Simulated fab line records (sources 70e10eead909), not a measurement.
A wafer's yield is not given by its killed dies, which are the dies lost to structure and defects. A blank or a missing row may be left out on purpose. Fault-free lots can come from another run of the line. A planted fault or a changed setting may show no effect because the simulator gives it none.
Chamber matching ; flow nandHarc ; 4 sister chambers for NHARC_P_CONTACT_ETCH_35 on rieDiel-08
The step etches the open film in CF4, target depth 39 nm, time 65 s. 8 wafers are shown with their chamber, then 7 later ones without.

## WAFERS PAIRED WITH THEIR CHAMBERS
wafer;chamber;drypumpMotorCurrentA (A);oesProductAu (a.u.)
L231.2;2;6.7;1.029
L231.6;0;5.5;1.002
L235.5;3;6.0;1.000
L235.6;0;5.5;1.008
L242.5;1;5.9;0.999
L242.6;2;6.6;1.019
L247.2;3;6.0;1.002
L247.5;1;6.0;0.999

## WAFERS MISSING THEIR CHAMBER
wafer;drypumpMotorCurrentA (A);oesProductAu (a.u.)
L247.6;5.5;1.020
L250.3;6.0;1.003
L250.5;5.5;1.017
L250.6;6.0;1.005
L252.2;5.5;1.020
L252.5;5.5;1.034
L252.6;6.0;1.000

## WHICH CHAMBER EACH WENT THROUGH
wafer;from the rows above;in truth
L247.6;0;0
L250.3;can't be placed: 3 or 1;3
L250.5;0;0
L250.6;can't be placed: 3 or 1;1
L252.2;0;0
L252.5;0;0
L252.6;can't be placed: 3 or 1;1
Placed correctly: 4 of 7. Can't be placed from these rows: 3 (the true chamber is among the candidates in 3). Number placed wrongly: 0.
How it was worked out, from the rows above alone: a wafer's distance from a chamber is the root of the sum, over the readings, of the square of ((its reading less the chamber's mean) divided by the reading's scatter). The wafer belongs to the nearest chamber; if the next one is less than 2 further off, it can't be placed. A chamber's mean is the mean of its shown wafers. The scatter is the square root of a quotient: the sum, over the shown wafers, of each reading's squared deviation from its chamber's mean, divided by wafers minus chambers.
